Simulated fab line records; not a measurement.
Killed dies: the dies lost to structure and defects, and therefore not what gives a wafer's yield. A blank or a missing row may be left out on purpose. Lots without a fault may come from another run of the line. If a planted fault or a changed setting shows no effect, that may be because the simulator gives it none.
A lot that was struck, set against a sound lot || flow nand_harc || 13 steps out of a route of 1159
Sound: the wafers L352.2, L352.3, L352.5. The struck wafers were L343.2, L343.4, L343.6. Last of all comes the cause.
For every step that has rows: the tool of each side, followed by ch and its chambers, followed by its first start. Under that, the readings that differ: sound wafers || struck wafers || difference of the means || sigmas: that difference in standard deviations of wafers without a fault.
alike: readings whose means differ by less than 2 such deviations, and words and numbers that are the same on both sides. not compared: withheld readings, readings that some wafer has no value for, bounds like >300 that may hide the same value, and numbers for which the record gives no deviation and whose values overlap.
A row with sigmas, a row that says differs or no value, or rows on one side alone: a step with any of these is where the two part. Non-overlapping numbers with no deviation appear without sigmas and do not part them. A reading missing from all wafers of one side parts the sides only when that side holds two or more wafers.

first, 2 steps without rows for these wafers: NHARC_A_SLIT_PRECLEAN_19 (cleans in SC1); NHARC_A_SLIT_SRD_20.
NHARC_A_SLIT_CD_MEAS_21:
  sound on cd_sem-02 at day 18 16:34; struck on cd_sem-01 at day 15 11:40
  alike: cd_nm
then, 3 steps without rows for these wafers: NHARC_A_SIN_REMOVE_WET_00 (chemistry H3PO4, time 15300 s); NHARC_A_SIN_REMOVE_PRECLEAN_01 (cleans in SC1); NHARC_A_SIN_REMOVE_SRD_02.
NHARC_A_SIN_REMOVE_INSPECT_04:
  sound on defect_inspect-01 at day 18 23:22; struck on defect_inspect-01 at day 15 17:44
  alike: raw_defect_count
NHARC_A_WL_FILL_ALD_00: deposits Al2O3, target thk 3 nm, pulse time 3 s, ald cycles 30.
  sound on ald_hk-04 ch 2,3, day 18 23:26; struck on ald_hk-01 ch 0,1,3, day 15 17:48
  alike: heater_power_w, precursor_pulse_height_rel
  not compared: since_wet_clean_h
NHARC_A_WL_FILL_RTA_01: time 5 s.
  sound on rtp_anneal-01 ch 0, day 18 23:44; struck on rtp_anneal-01 ch 0, day 15 18:05
  alike: lamp_power_pct, lamp_zone_1_pct, wafer_temp_C_max
NHARC_A_WL_FILL_ALD_02: deposits TiN, target thk 2 nm, pulse time 3 s, ald cycles 100.
  sound on ald_metal-02 ch 1,2, day 18 23:55; struck on ald_metal-04 ch 1,2,3, day 15 18:17
  alike: heater_power_w, precursor_pulse_height_rel
  not compared: since_wet_clean_h
NHARC_A_WL_FILL_CVD_03: deposits W, target thk 40 nm, time 3302 s.
  sound on cvd_w-01 ch 0, day 19 00:49; struck on cvd_w-01 ch 0,1, day 15 18:43
  no value came back on the struck wafers for chamber_pressure_Torr (Torr), heater_power_outer_w (W), heater_power_w (W), throttle_valve_pct (%); on the sound wafers chamber_pressure_Torr (Torr) reads 39.94 39.93 39.97
  not compared: since_wet_clean_h
NHARC_A_WL_FILL_ETCHBACK_04: etches the open film in NF3, target depth 60 nm, time 120 s.
  sound on rie_metal-02 ch 0,1, day 19 03:39; struck on rie_metal-03 ch 1, day 15 22:01
  alike: drypump_motor_current_A, oes_product_au
  not compared: rf_hours_counter_h
-- jump in the record: it breaks off in module A_WL_FILL and resumes in module END (first step shown: number 1159 of the route), and 4 days separate the struck wafers' starts before and after --
NHARC_END_SORT_01:
  here the record holds rows for the struck wafers (prober-02 ch 0, day 19 19:04) but none for the sound ones

== WHERE THEY PART ==
Last at NHARC_END_SORT_01 as far as this record goes, first at NHARC_A_WL_FILL_CVD_03.

WHY: what had been put in by the simulator
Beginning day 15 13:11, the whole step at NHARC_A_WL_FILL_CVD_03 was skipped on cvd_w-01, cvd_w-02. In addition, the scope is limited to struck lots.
